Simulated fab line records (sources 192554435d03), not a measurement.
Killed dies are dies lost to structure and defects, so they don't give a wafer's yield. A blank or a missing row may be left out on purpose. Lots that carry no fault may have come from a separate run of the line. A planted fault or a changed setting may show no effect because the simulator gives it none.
One fault through the eyes of 2 desks ; flow n5-finfet ; only its own numbers are on each desk; what lay behind them is given at the end

AT THE TOOL OWNER'S DESK: rie-diel-05
The tool's own readings at N5_BEOL_M12_TRENCH_ETCH_34 (etches SiOC in C4F8/O2/Ar, target depth 318.95 nm, time 125.5 s): means of the sampled wafers that have a number, for each lot that ran on this tool. The brackets show how far a lot's mean lies from the usual mean; more than 4 standard deviations puts the lot out of limits, marked OUT.
Columns: A = drypump-motor-current-A at N5_BEOL_M12_TRENCH_ETCH_34, usual 5.6 A; B = he-inner-torr at N5_BEOL_M12_TRENCH_ETCH_34, usual 15.00 Torr; C = oes-product-au at N5_BEOL_M12_TRENCH_ETCH_34, usual 0.83 a.u.; D = rf-vpp-V at N5_BEOL_M12_TRENCH_ETCH_34, usual 666 V; E = showerhead-plenum-p-Torr at N5_BEOL_M12_TRENCH_ETCH_34, usual 3.44 Torr; F = throttle-valve-pct at N5_BEOL_M12_TRENCH_ETCH_34, usual 24.0 %
lot;first seen here;A;B;C;D;E;F
L642;day 11 04:04;5.4;15.01;0.79;666;3.40;24.0
L647;day 12 03:41;5.1;15.00;0.81;664;3.36;23.7
L651;day 13 07:08;5.2;14.97;0.83;662;3.34;23.8
L654;day 14 16:13;5.0;14.97;0.84;663;3.33;23.7
This desk's verdict: no lot among the 4 shows anything out of limits.

AT THE METROLOGY DESK
Means of the sampled wafers that have a number, per lot and without regard to the tool the lot ran on: this is what the gauges read. The brackets show how far a lot's mean lies from the usual mean; more than 4 standard deviations puts the lot out of limits, marked OUT.
Columns: A = cd-nm at N5_BEOL_M12_CD_MEAS_28, usual 160.2 nm; B = trench-depth-nm at N5_BEOL_M12_OCD_MEAS_35, usual 318 nm; C = M12_THK at N5_BEOL_M12_THK_MEAS_50, usual 313 nm; D = M12_RS at N5_BEOL_M12_RS_MEAS_54, usual 0.0602 ohm/sq
lot;first seen here;A;B;C;D
L642;day 11 03:20;159.5;313;304;0.0615
L647;day 12 03:06;159.3;312;308;0.0614
L651;day 13 06:41;161.4;309;302;0.0622
L654;day 14 15:46;160.8;305;299;0.0628
L657;day 14 23:59;160.2;328;323;0.0584
L659;day 15 14:13;160.0;313;311;0.0611
L660;day 15 16:01;161.8;327;322;0.0587
L658;day 15 17:37;160.5;317;311;0.0608
L662;day 16 04:27;158.2;326;321;0.0590
This desk's verdict: no lot among the 9 shows anything out of limits.

TAKEN TOGETHER
The tool owner's desk saw nothing out of limits.
Metrology desk: nothing out of limits seen.

WHAT THE SIMULATOR HAD INSERTED
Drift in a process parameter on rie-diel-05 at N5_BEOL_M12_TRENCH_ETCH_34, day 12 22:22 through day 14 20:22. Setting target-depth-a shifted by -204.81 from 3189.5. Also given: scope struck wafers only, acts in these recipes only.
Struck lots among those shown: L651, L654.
